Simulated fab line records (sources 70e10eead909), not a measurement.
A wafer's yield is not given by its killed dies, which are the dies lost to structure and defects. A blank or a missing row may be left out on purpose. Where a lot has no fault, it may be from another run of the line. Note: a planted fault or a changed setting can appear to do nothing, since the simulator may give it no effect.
Struck lot and sound lot, side by side :: flow nand harc :: 40 out of 1302 route steps
Sound: these wafers, L585.2, L585.3, L585.6. Struck: wafers L591.2, L591.4, L591.6. The cause is named last.
Per side, at each step with rows, come the tool, then ch with its chambers, and then its first start. Under that, the readings that differ: sound wafers :: struck wafers :: difference of the means :: sigmas: that difference in standard deviations of wafers without a fault.
alike: readings with means less than 2 such deviations apart, plus words and numbers identical on both sides. not compared: withheld readings, readings lacking a value on some wafer, bounds such as >300 that could conceal the same value, and numbers that have no deviation in the record and whose values overlap.
Wherever a step has rows on one side only, a row that says differs or no value, or a row with sigmas, the two part there. Numbers that don't overlap but have no deviation are shown without sigmas and don't part them. A reading that every wafer of one side lacks parts them only if that side has two wafers or more.

first, 8 steps without rows for these wafers: NHARC_A_STAIRCASE_HARDBAKE_218 (time 140 s); NHARC_A_STAIRCASE_DESCUM_219 (chemistry O2, time 3 s); NHARC_A_STAIRCASE_TRIM_220 (chemistry O2, time 211.2 s); NHARC_A_STAIRCASE_ETCH_221 (etches the open film in C4F8/O2, target depth 100 nm, time 40.5 s); NHARC_A_STAIRCASE_TRIM_222 (chemistry O2, time 211.2 s); NHARC_A_STAIRCASE_ETCH_223 (etches the open film in C4F8/O2, target depth 100 nm, time 40.5 s); NHARC_A_STAIRCASE_TRIM_224 (chemistry O2, time 211.2 s); NHARC_A_STAIRCASE_ETCH_225 (etches the open film in C4F8/O2, target depth 100 nm, time 40.5 s).
NHARC_A_STAIRCASE_TRIM_226: chemistry O2, time 211.2 s.
  sound: rie diel-12 ch 0,2; struck: rie diel-02 ch 0,1,3
  alike: drypump motor current A, oes product au, rf vpp V, showerhead plenum p Torr, throttle valve pct
  not compared: rf hours counter h
then, 2 steps without rows for these wafers: NHARC_A_STAIRCASE_ETCH_227 (etches the open film in C4F8/O2, target depth 100 nm, time 40.5 s); NHARC_A_STAIRCASE_TRIM_229 (chemistry O2, time 211.2 s).
NHARC_A_STAIRCASE_ETCH_230: etches the open film in C4F8/O2, target depth 100 nm, time 40.5 s.
  sound on rie diel-12 ch 0,3, day 20 19:50; struck on rie diel-12 ch 0,3, day 23 14:34
reading: oes product au (a.u.)
sound: 0.934 0.948 0.932
struck: 0.967 0.968 0.976
difference: +0.032
sigmas: +2
  alike: rf vpp V
  not compared: rf hours counter h
then, 3 steps without rows for these wafers: NHARC_A_STAIRCASE_TRIM_231 (chemistry O2, time 211.2 s); NHARC_A_STAIRCASE_ETCH_232 (etches the open film in C4F8/O2, target depth 100 nm, time 40.5 s); NHARC_A_STAIRCASE_TRIM_233 (chemistry O2, time 211.2 s).
NHARC_A_STAIRCASE_ETCH_234: etches the open film in C4F8/O2, target depth 100 nm, time 40.5 s.
  sound: rie diel-12 ch 0,1,3; struck: rie diel-12 ch 1,2,3
reading: oes product au (a.u.)
sound: 0.929 0.933 0.930
struck: 0.947 0.968 0.957
difference: +0.027
sigmas: +2
  alike: rf vpp V
  not compared: rf hours counter h
then, 2 steps without rows for these wafers: NHARC_A_STAIRCASE_TRIM_235 (chemistry O2, time 211.2 s); NHARC_A_STAIRCASE_ETCH_236 (etches the open film in C4F8/O2, target depth 100 nm, time 40.5 s).
NHARC_A_STAIRCASE_STRIP_238: strips in O2.
  sound on plasma asher-01 ch 0,1, day 20 22:11; struck on plasma asher-01 ch 0,1, day 23 15:26
  alike: drypump motor current A, heater power w
  not compared: rf hours counter h
then, 18 steps without rows for these wafers: NHARC_A_STAIRCASE_STRIP_239 (strips in SPM, time 900 s); NHARC_A_STAIRCASE_PRECLEAN_240 (cleans in SC1); NHARC_A_STAIRCASE_SRD_241; NHARC_A_STAIRCASE_DEHYDRATE_242 (time 120 s); NHARC_A_STAIRCASE_HMDS_243 (time 30 s); NHARC_A_STAIRCASE_COAT_244; NHARC_A_STAIRCASE_SOFTBAKE_245 (time 170 s); NHARC_A_STAIRCASE_EBR_246; NHARC_A_STAIRCASE_EXPOSE_247 (exposes mask SDS 1); NHARC_A_STAIRCASE_PEB_248 (peb time 130 s); NHARC_A_STAIRCASE_DEVELOP_249 (time 140 s); NHARC_A_STAIRCASE_HARDBAKE_251 (time 140 s); NHARC_A_STAIRCASE_DESCUM_252 (chemistry O2, time 3 s); NHARC_A_STAIRCASE_ETCH_253 (etches the open film in C4F8/O2, target depth 50 nm, time 20.2 s); NHARC_A_STAIRCASE_STRIP_254 (strips in O2); NHARC_A_STAIRCASE_STRIP_255 (strips in SPM, time 900 s); NHARC_A_STAIRCASE_PRECLEAN_256 (cleans in SC1); NHARC_A_STAIRCASE_SRD_257.
NHARC_A_STAIRCASE_HM_DEP_456: deposits aC, target thk 3100 nm.
  sound on acl dep-01 ch 0, day 21 01:29; struck on acl dep-01 ch 0, day 23 21:27
  alike: throttle valve pct
NHARC_A_STAIRCASE_DEP_259: deposits SiON, target thk 30 nm.
  sound on pecvd-03 ch 1,2, day 21 03:03; struck on pecvd-02 ch 1,2, day 23 23:04
  alike: heater power outer w, heater power w
  not compared: since wet clean h
-- jump in the record: it breaks off in module A_STAIRCASE and resumes in module END (first step shown: number 1302 of the route), and 9 days separate the struck wafers' starts before and after --
NHARC_END_SORT_01:
  sound on prober-01 ch 0, day 29 02:12; struck on prober-01 ch 0, day 32 21:13
reading: killed at array
sound: 45 54 38
struck: 141 159 171
difference: +111
sigmas: +5

reading: killed dies
sound: 47 59 40
struck: 144 164 177
difference: +113
sigmas: +5
  alike: killed at other, killed at periphery, killed open, killed short

== WHERE THEY PART ==
At NHARC_A_STAIRCASE_ETCH_230 first; at NHARC_END_SORT_01 last (within this record only).

WHY: whatever the simulator had introduced
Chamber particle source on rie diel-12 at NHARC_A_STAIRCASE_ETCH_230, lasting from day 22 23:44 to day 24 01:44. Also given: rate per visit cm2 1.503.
